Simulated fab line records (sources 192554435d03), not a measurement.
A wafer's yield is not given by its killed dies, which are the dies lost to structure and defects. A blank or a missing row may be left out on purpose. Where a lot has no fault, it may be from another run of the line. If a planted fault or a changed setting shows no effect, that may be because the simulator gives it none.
Chamber matching :: flow n5 finfet :: N5_BEOL_M3_STRIP_36 on rie diel-04: 3 sister chambers
The step strips in N2/H2. 6 wafers are shown with their chamber, then 4 later ones without.

EACH WAFER AND ITS CHAMBER
wafer: L081.3
chamber: 1
drypump motor current A (A): 5.8
throttle valve pct (%): 24.1

wafer: L084.1
chamber: 0
drypump motor current A (A): 6.4
throttle valve pct (%): 24.1

wafer: L084.2
chamber: 1
drypump motor current A (A): 5.8
throttle valve pct (%): 24.0

wafer: L084.6
chamber: 3
drypump motor current A (A): 5.4
throttle valve pct (%): 23.7

wafer: L089.2
chamber: 3
drypump motor current A (A): 5.4
throttle valve pct (%): 23.7

wafer: L089.3
chamber: 0
drypump motor current A (A): 6.3
throttle valve pct (%): 23.8

WAFERS WITHOUT THEIR CHAMBER
wafer: L092.4
drypump motor current A (A): 6.3
throttle valve pct (%): 23.8

wafer: L092.6
drypump motor current A (A): 5.4
throttle valve pct (%): 23.7

wafer: L097.4
drypump motor current A (A): 6.3
throttle valve pct (%): 23.8

wafer: L097.5
drypump motor current A (A): 6.3
throttle valve pct (%): 23.8

WHICH CHAMBER EACH ONE RAN IN
wafer: L092.4
from the rows above: 0
in truth: 0

wafer: L092.6
from the rows above: 3
in truth: 3

wafer: L097.4
from the rows above: 0
in truth: 0

wafer: L097.5
from the rows above: 0
in truth: 0
Correct placement for 4 of the 4. Left unplaced by these rows: 0. Placed wrongly: 0.
How it was worked out, from the rows above alone: a wafer's distance from a chamber is the root of the sum, over the readings, of the square of ((its reading less the chamber's mean) divided by the reading's scatter). The wafer belongs to the nearest chamber; if the next one is less than 2 further off, it can't be placed. Each chamber's mean is taken over the wafers shown for it. The scatter: the root of (the sum of the squares of (reading less its chamber's mean) over the shown wafers, divided by (wafers less chambers)).
